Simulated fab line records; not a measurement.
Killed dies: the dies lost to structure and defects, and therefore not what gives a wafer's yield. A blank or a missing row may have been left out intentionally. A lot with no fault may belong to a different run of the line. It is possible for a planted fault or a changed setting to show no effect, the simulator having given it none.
A struck lot beside a sound one	flow n5_finfet	18 out of 1938 route steps
Sound: wafers L179.2, L179.4, L179.5. Struck: wafer L186.2 (left out: L186.1, L186.6 of the same lot, which were not struck); the cause appears at the end.
Each step with rows lists, per side, the tool, then ch with its chambers, then its first start. Under that, the readings that differ: sound wafers	struck wafers	difference of the means	sigmas: that difference in standard deviations of wafers without a fault.
alike: readings whose means differ by less than 2 such deviations, and words and numbers that are the same on both sides. not compared: withheld readings, readings that some wafer has no value for, bounds like >300 that may hide the same value, and numbers for which the record gives no deviation and whose values overlap.
A row with sigmas, a row that says differs or no value, or rows on one side alone: a step with any of these is where the two part. When numbers do not overlap yet have no deviation, they are printed without sigmas and do not part them. A reading that every wafer of one side lacks parts them only if that side has two wafers or more.

N5_BEOL_M1_ANNEAL_82: time 240 s.
  sound on pvd_sputter-03 at day 7 08:28; struck on pvd_sputter-01 at day 9 03:44
reading	sound	struck	difference	sigmas
heater_power_w (W)	754 772 805	915	+138	+2
  alike: susceptor_temp_C_max
then, 1 step without rows for these wafers: N5_BEOL_M1_SPUTTER_86 (material Cu, target thk 4.5 nm, time 8.29 s).
N5_BEOL_M1_ANNEAL_87: time 240 s.
  sound on pvd_sputter-03 at day 7 08:41; struck on pvd_sputter-01 at day 9 03:57
reading	sound	struck	difference	sigmas
heater_power_w (W)	759 772 781	908	+137	+2
  alike: susceptor_temp_C_max
N5_BEOL_M1_SPUTTER_88: material Cu, target thk 4.5 nm, time 8.29 s.
  sound on pvd_sputter-03 at day 7 08:50; struck on pvd_sputter-01 at day 9 04:05
  alike: substrate_temp_c, throttle_valve_pct
then, 2 steps without rows for these wafers: N5_BEOL_M1_ANNEAL_89 (time 240 s); N5_BEOL_M1_SPUTTER_90 (material Cu, target thk 4.5 nm, time 8.29 s).
N5_BEOL_M1_ANNEAL_91: time 240 s.
  sound on pvd_sputter-03 at day 7 09:08; struck on pvd_sputter-01 at day 9 04:23
reading	sound	struck	difference	sigmas
heater_power_w (W)	748 766 785	905	+139	+2
  alike: susceptor_temp_C_max
N5_BEOL_M1_SPUTTER_92: material Cu, target thk 4.5 nm, time 8.29 s.
  sound on pvd_sputter-03 at day 7 09:16; struck on pvd_sputter-01 at day 9 04:32
  alike: substrate_temp_c, throttle_valve_pct
then, 4 steps without rows for these wafers: N5_BEOL_M1_ANNEAL_93 (time 240 s); N5_BEOL_M1_SPUTTER_94 (material Cu, target thk 4.5 nm, time 8.29 s); N5_BEOL_M1_ANNEAL_95 (time 240 s); N5_BEOL_M1_SPUTTER_96 (material Cu, target thk 4.5 nm, time 8.29 s).
N5_BEOL_M1_ECD_50: material Cu, target thk 300 nm.
  sound on ecd_cu-02 ch 0,1, day 7 09:49; struck on ecd_cu-02 ch 1, day 9 05:05
reading	sound	struck	difference	sigmas
model.Cu_of_BEOL_M1_ECD_50.thk_nm (nm)	296.4 298 297.8	228.8	-68.6	
then, 1 step without rows for these wafers: N5_BEOL_M1_ANNEAL_51 (time 90 s).
N5_BEOL_M1_CMP_52: polishes, stops on SiOC, t overpolish 6.8 s, target thk 40 nm.
  sound on cmp-04 ch 0,2,3, day 7 10:17; struck on cmp-03 ch 2, day 9 05:29
reading	sound	struck	difference	sigmas
time_to_endpoint_s (s)	65.8 65.4 61.8	49.6	-14.7	-5
  alike: motor_current_A
N5_BEOL_M1_THK_MEAS_53: measures by xrf.
  sound on film_metro-02 at day 7 10:31; struck on film_metro-02 at day 9 05:46
  alike: M1_THK
N5_BEOL_M4_RC_MEAS_101:
  sound on prober-01 ch 0, day 8 22:56; struck on prober-02 ch 0, day 10 20:02
  alike: DIBL_N, DIBL_P, IOFF_N, IOFF_P, ION_N, ION_P, SS_N, SS_P, VT_N, VT_P
following that, these wafers have no rows for 1 step: N5_PASSIVATION_PROBE_49.

WHERE THEY PART
Earliest at N5_BEOL_M1_ANNEAL_82; latest, in this record, at N5_BEOL_M1_CMP_52. Later steps at which nothing parts them and some readings are alike: N5_BEOL_M1_THK_MEAS_53, N5_BEOL_M4_RC_MEAS_101.

WHY: what had been put in by the simulator
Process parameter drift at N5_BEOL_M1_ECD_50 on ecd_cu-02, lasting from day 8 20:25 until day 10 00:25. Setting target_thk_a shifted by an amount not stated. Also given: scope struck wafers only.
